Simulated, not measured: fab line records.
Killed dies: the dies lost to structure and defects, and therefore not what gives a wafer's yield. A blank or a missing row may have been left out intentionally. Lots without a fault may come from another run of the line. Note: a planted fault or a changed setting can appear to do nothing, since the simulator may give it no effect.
fab line records    flow nand_harc
record: lots: 12  wafers: 36  last_day: 33
route steps=1302 shown A_CHANNEL_FILL_D2@612 END@1302
lots with no fault: from the same line, run without faults
start_h: start of the lot's first displayed wafer, in hours after the record's first day    wait_h: hours elapsed since this lot's preceding step    " the same as in the row above    L1.1+2: one row covering several wafers at once    - either no value or no given start    * or withheld: withheld    < > ~ a bound
route shown NAME@n: NAME is a module with steps in the file, n the number in the route of the first one    usual: mean and standard deviation over wafers with no fault    same: alike in all rows    chamber/n: place in a boat    sites: per-site readings    _std_site: the standard deviation of these    _edge_site: inner sites' mean taken away from outer sites' mean    radius_mm: how far each site lies from the wafer's centre    mask NAME#n: copy n    behind: the most recent tool/chamber to have shaped the wafer    hold: why the lot was held/for how many hours/how that ended    device: the n, p or np transistor that did not switch    end of line: tests of these same wafers at the route's end    where a step has no rows: the recipe by itself    killed: dies that structure and defects cost at the first sort, which is not the same as the wafer's yield    map: shows each die of a wafer: x if killed, . if not, _ if none is there
set.NAME: the setting as run; set.NAME@STEP: as run at that earlier step    model.NAME: the simulator's own value behind a step, which no gauge read
steps of the route over a sample of lots; a table a step, a row a wafer
services: from which hour (start_h, from the record's first day; less than 0 if before it) a tool's chamber was out of use, for how many hours, and why
== steps ==
step: NHARC_A_CHANNEL_FILL_D2_ALD_02
recipe: target_thk_a: 60  pulse_time_s: 10  ald_cycles: 60  temp_c: 300  material: SiO2
usual: ald_cycles: 60/0  heater_power_outer_w: 260/21  heater_power_w: 470/37  precursor_pulse_height_rel: 0.999/0.02
lot.wafer  tool       chamber  start_h  wait_h  ald_cycles  heater_power_outer_w  heater_power_w  precursor_pulse_height_rel
L415.1     ald_hk-04  1        295.79   -       60          249                   449             0.987
L415.2     "          2        "        "       60          247                   460             1.029
L415.3     "          3        "        "       60          240                   433             0.993
L414.4     ald_hk-02  3        299.19   -       60          269                   523             0.981
L414.1     "          1        "        "       60          295                   530             1.003
L414.3     "          2        "        "       60          272                   511             0.997
L416.2     ald_hk-04  3        325.36   -       60          238                   426             1.011
L416.5     "          1        "        "       60          247                   458             0.986
L416.6     "          2        "        "       60          241                   452             0.978
L418.3     ald_hk-04  1        343.01   -       60          249                   458             1.031
L418.4     "          2        "        "       60          246                   455             1.007
L418.6     "          2        "        "       60          245                   460             1.023
L422.2     ald_hk-01  2        375.03   -       60          289                   506             1.045
L422.1     "          3        "        "       60          264                   481             0.988
L422.6     "          3        "        "       60          266                   482             1.018
L426.1     ald_hk-04  0        424.81   -       60          271                   506             0.996
L426.3     "          3        "        "       60          245                   445             1.020
L426.6     "          1        "        "       60          251                   450             0.999
L427.4     ald_hk-02  3        435.19   -       60          263                   499             1.014
L427.2     "          1        "        "       60          289                   530             1.017
L427.5     "          0        "        "       60          288                   489             0.993
L431.2     ald_hk-01  0        469.54   -       60          259                   446             1.008
L431.4     "          1        "        "       60          228                   432             0.993
L431.5     "          1        "        "       60          228                   434             0.961
L433.1     ald_hk-04  1        499.25   -       60          224                   409             0.982
L433.4     "          0        "        "       60          276                   496             1.021
L433.5     "          1        "        "       60          220                   407             0.992
L434.1     ald_hk-01  1        502.67   -       60          223                   417             0.992
L434.2     "          3        "        "       60          269                   479             1.000
L434.4     "          0        "        "       60          229                   391             1.016
L435.2     ald_hk-01  2        503.55   -       60          272                   478             1.017
L435.3     "          3        "        "       60          276                   482             0.976
L435.6     "          1        "        "       60          219                   412             0.988
L437.3     ald_hk-01  0        518.46   -       60          229                   406             0.963
L437.4     "          2        "        "       60          268                   466             1.023
L437.6     "          3        "        "       60          277                   494             1.006
step: NHARC_A_CHANNEL_FILL_D2_ALD_03
recipe: target_thk_a: 60  pulse_time_s: 60  ald_cycles: 58  temp_c: 630  pressure_torr: 2  material: SiNx
usual: ald_cycles: 58/0  precursor_pulse_height_rel: 1.001/0.018
lot.wafer  tool              chamber  start_h  wait_h  ald_cycles  precursor_pulse_height_rel
L415.1     ald_sin_batch-03  0        -        -       58          1.007
L415.2     "                 0        "        "       58          1.003
L415.3     "                 0        "        "       58          1.020
L414.1     ald_sin_batch-01  0        -        -       58          1.007
L414.3     "                 0        "        "       58          0.993
L414.4     "                 0        "        "       58          1.007
L416.2     ald_sin_batch-03  0        -        -       58          1.018
L416.5     "                 0        "        "       58          0.982
L416.6     "                 0        "        "       58          1.001
L418.3     ald_sin_batch-02  0        -        -       58          0.997
L418.4     "                 0        "        "       58          1.013
L418.6     "                 0        "        "       58          0.994
L422.1     ald_sin_batch-01  0        -        -       58          1.002
L422.2     "                 0        "        "       58          0.971
L422.6     "                 0        "        "       58          1.003
L426.1     ald_sin_batch-03  0        -        -       58          0.980
L426.3     "                 0        "        "       58          1.003
L426.6     "                 0        "        "       58          0.979
L427.2     ald_sin_batch-02  0        -        -       58          0.992
L427.4     "                 0        "        "       58          1.031
L427.5     "                 0        "        "       58          1.006
L431.2     ald_sin_batch-03  0        -        -       58          0.996
L431.4     "                 0        "        "       58          0.988
L431.5     "                 0        "        "       58          0.997
L433.1     ald_sin_batch-03  0        -        -       58          1.032
L433.4     "                 0        "        "       58          1.009
L433.5     "                 0        "        "       58          1.016
L434.1     ald_sin_batch-02  0        -        -       58          0.983
L434.2     "                 0        "        "       58          1.021
L434.4     "                 0        "        "       58          0.983
L435.2     ald_sin_batch-02  0        -        -       58          0.963
L435.3     "                 0        "        "       58          1.001
L435.6     "                 0        "        "       58          0.997
L437.3     ald_sin_batch-02  0        -        -       58          1.005
L437.4     "                 0        "        "       58          0.982
L437.6     "                 0        "        "       58          1.030
step: NHARC_A_CHANNEL_FILL_D2_ALD_14
recipe: target_thk_a: 25  pulse_time_s: 10  ald_cycles: 25  temp_c: 300  material: SiO2
usual: ald_cycles: 25/0  heater_power_outer_w: 262/21  heater_power_w: 472/35  precursor_pulse_height_rel: 1.000/0.021
lot.wafer  tool       chamber  start_h  wait_h  ald_cycles  heater_power_outer_w  heater_power_w  precursor_pulse_height_rel
L415.1     ald_hk-04  0        302.71   0.0     25          274                   506             1.013
L415.2     "          2        "        "       25          248                   444             0.966
L415.3     "          3        "        "       25          238                   439             0.994
L414.3     ald_hk-04  3        306.16   0.1     25          244                   431             0.985
L414.4     "          1        "        "       25          253                   464             1.006
L414.1     "          2        "        "       25          239                   446             1.001
L416.2     ald_hk-02  1        332.30   0.2     25          296                   514             0.981
L416.6     "          2        "        "       25          270                   502             1.004
L416.5     "          3        "        "       25          267                   514             0.984
L418.4     ald_hk-01  1        349.82   0.0     25          225                   430             1.032
L418.3     "          2        "        "       25          291                   524             1.001
L418.6     "          1        "        "       25          224                   418             1.019
L422.1     ald_hk-01  2        382.06   0.1     25          292                   510             0.983
L422.2     "          3        "        "       25          268                   481             0.986
L422.6     "          1        "        "       25          224                   432             0.999
L426.1     ald_hk-04  0        431.94   0.1     25          273                   494             0.982
L426.3     "          2        "        "       25          247                   465             1.007
L426.6     "          0        "        "       25          271                   508             1.022
L427.4     ald_hk-01  3        442.20   0.0     25          268                   484             1.000
L427.2     "          1        "        "       25          223                   418             0.988
L427.5     "          3        "        "       25          263                   487             0.996
L431.2     ald_hk-02  2        476.53   0.0     25          261                   486             0.991
L431.4     "          0        "        "       25          278                   502             1.031
L431.5     "          2        "        "       25          259                   497             0.964
L433.1     ald_hk-02  0        506.29   0.0     25          283                   495             1.004
L433.4     "          1        "        "       25          288                   524             0.995
L433.5     "          0        "        "       25          287                   488             0.998
L434.2     ald_hk-01  3        510.88   1.2     25          272                   490             1.001
L434.4     "          1        "        "       25          226                   414             1.002
L434.1     "          2        "        "       25          267                   456             0.992
L435.3     ald_hk-01  2        511.13   1.5     25          268                   460             1.058
L435.2     "          3        "        "       25          271                   504             0.991
L435.6     "          1        "        "       25          224                   415             1.040
L437.3     ald_hk-02  2        525.47   0.0     25          264                   497             0.995
L437.4     "          1        "        "       25          286                   535             1.014
L437.6     "          2        "        "       25          262                   496             0.980
step: NHARC_A_CHANNEL_FILL_D2_ALD_25
recipe: target_thk_a: 600  pulse_time_s: 10  ald_cycles: 600  temp_c: 300  material: SiOx
usual: ald_cycles: 600/0  heater_power_outer_w: 259/23  heater_power_w: 467/38  precursor_pulse_height_rel: 1.000/0.021
lot.wafer  tool       chamber  start_h  wait_h  ald_cycles  heater_power_outer_w  heater_power_w  precursor_pulse_height_rel
L415.1     ald_hk-01  2        331.74   0.1     600         300                   500             1.005
L415.2     "          0        332.96   1.3     600         259                   440             0.957
L415.3     "          1        "        "       600         227                   419             1.030
L414.3     ald_hk-01  0        337.87   0.1     600         254                   438             0.992
L414.4     "          1        "        "       600         226                   426             1.031
L414.1     "          2        "        "       600         295                   514             0.984
L416.2     ald_hk-04  0        361.66   0.1     600         276                   513             0.996
L416.5     "          0        364.19   2.6     600         266                   504             1.020
L416.6     "          1        "        "       600         256                   452             0.990
L418.4     ald_hk-04  2        378.83   0.1     600         245                   448             0.997
L418.3     "          1        380.69   1.9     600         251                   459             1.016
L418.6     "          2        "        "       600         245                   449             1.011
L422.2     ald_hk-01  1        410.61   0.1     600         227                   427             1.006
L422.1     "          3        411.83   1.3     600         263                   477             0.985
L422.6     "          1        413.06   2.5     600         218                   428             1.008
L426.3     ald_hk-01  1        464.19   0.2     455         224                   422             0.998
L426.1     "          3        465.43   1.5     455         277                   481             0.974
L426.6     "          2        467.30   3.3     455         281                   509             1.022
L427.4     ald_hk-01  0        470.77   0.1     455         259                   439             0.988
L427.2     "          2        471.99   1.3     455         292                   501             0.976
L427.5     "          1        473.83   3.1     455         226                   428             1.039
L431.2     ald_hk-04  0        507.18   0.1     600         278                   502             0.972
L431.4     "          2        508.39   1.3     600         253                   444             1.001
L431.5     "          1        510.22   3.1     600         228                   406             0.981
L433.4     ald_hk-04  1        536.85   1.5     600         218                   408             1.013
L433.1     "          3        538.08   2.7     600         233                   431             0.993
L433.5     "          1        539.31   4.0     600         226                   414             0.995
L435.3     ald_hk-01  3        542.83   0.1     600         281                   486             1.003
L435.2     "          0        "        "       600         239                   398             1.061
L435.6     "          0        545.89   3.1     600         235                   405             1.023
L434.1     ald_hk-04  1        542.83   0.1     600         228                   397             1.014
L434.4     "          2        544.08   1.3     600         254                   462             1.003
L434.2     "          0        546.58   3.8     600         275                   499             0.999
L437.3     ald_hk-01  3        556.09   0.7     600         268                   488             0.978
L437.4     "          0        "        "       600         234                   387             1.024
L437.6     "          3        558.58   3.2     600         276                   479             1.015
step: NHARC_END_SORT_01
recipe: temp_c: 25
usual: killed_at_array: 62/20  killed_at_other: 0.8/1.1  killed_at_periphery: 3.5/2.4  killed_dies: 66/21  killed_open: 3.5/1.9  killed_short: 2.5/1.7
same: gross_dies: 677
lot.wafer  tool       chamber  start_h  wait_h  killed_at_array  killed_at_other  killed_at_periphery  killed_dies  killed_open  killed_short
L427.2     prober-01  0        696.09   2.8     50               0                3                    53           2            0
L427.4     prober-01  0        697.70   3.4     50               0                3                    53           2            1
L427.5     prober-01  0        698.51   3.7     39               0                6                    45           4            1
killed by level:class
L427.2 A_CHANNEL_HOLE_D2:chamber_film_flake=26 A_CHANNEL_HOLE_D1:chamber_film_flake=10 A_WL_FILL:chamber_film_flake=3 A_CONTACT:chamber_film_flake=3 P_STI:chamber_film_flake=2 A_CHANNEL_FILL_D2:geometric_particle:open=1 A_CONTACT:geometric_particle:open=1 P_BONDPAD:chamber_film_flake=1
L427.4 A_CHANNEL_HOLE_D2:chamber_film_flake=22 A_CHANNEL_HOLE_D1:chamber_film_flake=13 A_DECK1_JOINT:chamber_film_flake=5 A_CONTACT:chamber_film_flake=4 P_STI:chamber_film_flake=3 A_CHANNEL_FILL_D1:geometric_particle:short=1 A_DECK1_JOINT:geometric_particle:open=1 A_BLC:geometric_particle:open=1
L427.5 A_CHANNEL_HOLE_D2:chamber_film_flake=22 A_CHANNEL_HOLE_D1:chamber_film_flake=6 P_BONDPAD:chamber_film_flake=4 A_SLIT:chamber_film_flake=2 A_ONON_D1:geometric_particle:short=1 A_CHANNEL_FILL_D1:geometric_particle:open=1 A_ONON_D2:geometric_particle:open=1 A_CHANNEL_FILL_D2:geometric_particle:open=1
== services ==
tool              chamber  start_h  hours  kind
ald_hk-01         -        299.15   10.0   pm
ald_hk-01         0        299.15   10.0   vent_cycle
ald_hk-01         1        299.15   10.0   vent_cycle
ald_hk-01         2        299.15   10.0   vent_cycle
ald_hk-01         3        299.15   10.0   vent_cycle
ald_hk-01         0        309.15   -      clean
ald_hk-01         1        309.15   -      clean
ald_hk-01         2        309.15   -      clean
ald_hk-01         3        309.15   -      clean
ald_hk-02         -        353.72   10.0   pm
ald_hk-04         0        435.37   10.0   vent_cycle
ald_sin_batch-02  -        454.33   13.4   repair
ald_hk-01         -        477.15   10.0   pm
ald_hk-01         0        477.15   10.0   vent_cycle
ald_hk-01         1        477.15   10.0   vent_cycle
ald_hk-01         2        477.15   10.0   vent_cycle
ald_hk-01         3        477.15   10.0   vent_cycle
ald_hk-01         0        487.15   -      clean
ald_hk-01         1        487.15   -      clean
ald_hk-01         2        487.15   -      clean
ald_hk-01         3        487.15   -      clean
ald_sin_batch-01  -        506.00   26.0   pm
ald_hk-02         -        531.72   10.0   pm
ald_hk-02         -        549.08   0.8    repair
== key ==
first_sign: step: NHARC_A_CHANNEL_FILL_D2_ALD_25  reading: ald_cycles  direction: down  sigmas: 99+  usual: 600  struck: 455
effect none on later readings
met_at NHARC_A_CHANNEL_FILL_D2_ALD_25
struck_lots L426,L427
tester_left_out L426,L427
not_acting_at NHARC_A_CHANNEL_FILL_D2_ALD_02,NHARC_A_CHANNEL_FILL_D2_ALD_03,NHARC_A_CHANNEL_FILL_D2_ALD_14
onset_between 410.61 464.19
fault: kind: process_parameter_drift  tool: ald_hk-01  chamber: -  onset_h: 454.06  steps: NHARC_A_CHANNEL_FILL_D2_ALD_25  channel: ald_cycles  offset: -145  shape: step  end_h: 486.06  acts_in: these_recipes_only  stated: 600
tester_left_out: of these lots the tester's yield and bins aren't shown, on N5 and GAA mostly nor the transistor test; their killed dies are dies lost to structure and defects alone, not to doping, threshold or leakage, so they don't give the yield
